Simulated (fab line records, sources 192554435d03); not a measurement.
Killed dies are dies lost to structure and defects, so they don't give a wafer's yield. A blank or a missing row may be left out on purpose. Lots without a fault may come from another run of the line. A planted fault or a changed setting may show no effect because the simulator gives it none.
Split-lot experiment | flow n5_finfet | 7 lots, 21 wafers read, on a route of 1938 steps

THE SPLIT
At N5_BEOL_M3_EXPOSE_08 (exposes mask M3), the setting dose_mj was moved away from the recipe's 33 on 5 of the 21 wafers read, by -6.2% to +6.5%. The other wafers ran this setting at the recipe's value.

FROM THE SPLIT TO THE READING: what the file shows between them, 2 steps
- N5_BEOL_M3_PEB_09: peb time 60 s
- N5_BEOL_M3_DEVELOP_10: develop time 30 s

THE READING
cd_nm, in nm, at N5_BEOL_M3_CD_MEAS_11 (target cd 17.05 nm). Fault-free wafers of this fab line usually give 16.95 nm, standard deviation 0.24 nm.

wafer  | tool, chamber at the split | dose_mj as run | against the recipe | cd_nm, nm | against lot-mates on the recipe
L076.3 | euv_scanner-01, 0          | 34.39          | +4.2%              | 17.70     | +1.02
L076.5 | euv_scanner-01, 0          | 33             | recipe             | 16.68     | -
L076.6 | euv_scanner-01, 0          | 34.39          | +4.2%              | 17.95     | +1.27
L078.1 | euv_scanner-01, 0          | 33             | recipe             | 16.79     | -
L078.3 | euv_scanner-01, 0          | 33             | recipe             | 16.87     | -
L078.6 | euv_scanner-01, 0          | 30.95          | -6.2%              | 15.52     | -1.31
L079.2 | euv_scanner-02, 0          | 33             | recipe             | 17.06     | -
L079.5 | euv_scanner-02, 0          | 33             | recipe             | 16.57     | -
L079.6 | euv_scanner-02, 0          | 33             | recipe             | 17.04     | -
L080.1 | euv_scanner-01, 0          | 33             | recipe             | 17.08     | -
L080.3 | euv_scanner-01, 0          | 33             | recipe             | 16.83     | -
L080.4 | euv_scanner-01, 0          | 33             | recipe             | 16.78     | -
L083.3 | euv_scanner-01, 0          | 34.23          | +3.7%              | 17.92     | +1.23
L083.4 | euv_scanner-01, 0          | 33             | recipe             | 16.59     | -
L083.6 | euv_scanner-01, 0          | 33             | recipe             | 16.79     | -
L085.3 | euv_scanner-01, 0          | 35.14          | +6.5%              | 17.85     | +0.92
L085.5 | euv_scanner-01, 0          | 33             | recipe             | 16.97     | -
L085.6 | euv_scanner-01, 0          | 33             | recipe             | 16.89     | -
L087.2 | euv_scanner-01, 0          | 33             | recipe             | 16.92     | -
L087.4 | euv_scanner-01, 0          | 33             | recipe             | 16.93     | -
L087.5 | euv_scanner-01, 0          | 33             | recipe             | 17.15     | -

THE FIT
A straight line over all 21 wafers: cd_nm changes by +0.205 nm for each +1% of dose_mj; r = +0.94; the points scatter about the line by 0.19 nm.
The same after taking each lot's own level away (the mean of its wafers on the recipe; 21 wafers): +0.216 nm for each +1%; r = +0.94; scatter 0.21 nm.
On that fit, the largest move of dose_mj shifts the reading by 1.4 nm.
The lots' own levels span 16.680 to 17.000 nm, that is 1.3 times the standard deviation above.
So the lot-to-lot level changes the slope little: the two slopes agree.
Check: with one of the wafers moved furthest among these (+6.5%) left out of the fit, the line predicts +1.67 nm for it against its lot-mates. It came out at +0.92 nm against them.

OTHER SPLITS ON THESE WAFERS
These wafers also went through other splits before the reading. Each is held against what the fit with the lots' levels taken away leaves over:
other split on the same wafers | wafers away from the commonest value | r with cd_nm (lot level and that fit taken away)
N5_BEOL_M2_COAT_62 spin_rpm    | 8                                    | -0.18

THE WHOLE CHAIN: every reading that the file lists as answering this split, in the file's order
step                  | what it does                                                          | reading                                                               | change (the file's fit)               | r (the file's)
N5_BEOL_M3_CD_MEAS_11 | target cd 17.05 nm                                                    | cd_nm                                                                 | +0.209 nm for each +1% of the setting | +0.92
N5_BEOL_M3_ETCH_74    | etches underlayer in N2/H2, target depth 6.5 nm, time 5.2 s           | BEOL_M3.cd_offset_nm (the simulator's own value, which no gauge read) | +0.251 nm for each +1% of the setting | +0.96
N5_BEOL_M3_ETCH_63    | etches SiARC in CF4, target depth 15.6 nm, time 26 s                  | BEOL_M3.cd_offset_nm (the simulator's own value, which no gauge read) | +0.284 nm for each +1% of the setting | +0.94
N5_BEOL_M3_ETCH_64    | etches SOC in N2/H2, target depth 75 nm, overetch 15 nm, time 112.5 s | BEOL_M3.cd_offset_nm (the simulator's own value, which no gauge read) | +0.208 nm for each +1% of the setting | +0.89
N5_BEOL_M3_HM_OPEN_17 | chemistry Cl2/BCl3, target TiN, target depth 20 nm, overetch 6 nm     | BEOL_M3.cd_offset_nm (the simulator's own value, which no gauge read) | +0.222 nm for each +1% of the setting | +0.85

THE FILE'S OWN FIT
cd_nm changes by +0.209 nm for each +1% of dose_mj, r = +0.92.
